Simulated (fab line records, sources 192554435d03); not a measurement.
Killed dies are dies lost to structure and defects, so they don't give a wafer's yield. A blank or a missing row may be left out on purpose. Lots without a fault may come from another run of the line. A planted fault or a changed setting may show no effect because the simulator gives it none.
One fault seen from 2 desks | flow n5_finfet | each desk has only its own numbers; what lay behind them comes last

THE DEFECT DESK
What the inspections along the route counted, lot by lot: means of the sampled wafers that have a number. A lot is out of limits, marked OUT, if its mean lies more than 4 standard deviations from the usual mean; the brackets give that distance.
Columns: A = raw_defect_count at N5_BEOL_M9_INSPECT_58, usual 70; B = raw_defect_count at N5_BEOL_M10_INSPECT_13, usual 447
lot  | first seen here | A   | B
L394 | day 11 03:38    | 51  | 321
L396 | day 11 04:04    | 78  | 382
L398 | day 11 10:02    | 89  | 565
L401 | day 12 15:22    | 111 | 446
L407 | day 14 01:47    | 97  | 1284 (+7.6) OUT
L404 | day 14 02:03    | 89  | 1170 (+6.6) OUT
L411 | day 14 13:41    | 67  | 411
L410 | day 14 23:47    | 90  | 608
L414 | day 15 14:30    | 63  | 484
L413 | day 15 14:31    | 76  | 570
L412 | day 15 15:14    | 101 | 577
This desk's finding: out of limits on L404, L407; first on L407, day 14 04:00 (raw_defect_count at N5_BEOL_M10_INSPECT_13). In limits: L394, L396, L398, L401, L411, L410, L414, L413, L412.

THE TOOL OWNER'S DESK: pvd_sputter-01
The tool's own readings at N5_BEOL_M10_HM_DEP_02 (deposits TiN, target thk 20 nm): means of the sampled wafers that have a number, for each lot that ran on this tool. A lot is out of limits, marked OUT, if its mean lies more than 4 standard deviations from the usual mean; the brackets give that distance.
Columns: A = throttle_valve_pct at N5_BEOL_M10_HM_DEP_02, usual 29.8 %
lot  | first seen here | A
L394 | day 11 06:26    | 28.5
L396 | day 11 06:38    | 29.2
L401 | day 12 16:19    | 29.1
L407 | day 14 03:27    | 29.0
L404 | day 14 03:39    | 29.3
This desk's finding: nothing out of limits on any of the 5 lots.

PUT TOGETHER
The defect desk could have raised an alarm at day 14 04:00, on L404, L407.
The tool owner's desk saw nothing out of limits.
The tool owner's desk has L404, L407 on record, within its limits.
Of the lots named, all ran N5_BEOL_M10_HM_DEP_02 on pvd_sputter-01.

WHAT THE SIMULATOR HAD PUT IN
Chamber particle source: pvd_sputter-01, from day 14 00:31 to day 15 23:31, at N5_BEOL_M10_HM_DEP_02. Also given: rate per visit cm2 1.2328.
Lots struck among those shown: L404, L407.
Hours from the fault's start to each desk's first reading out of limits: the defect desk, 3.
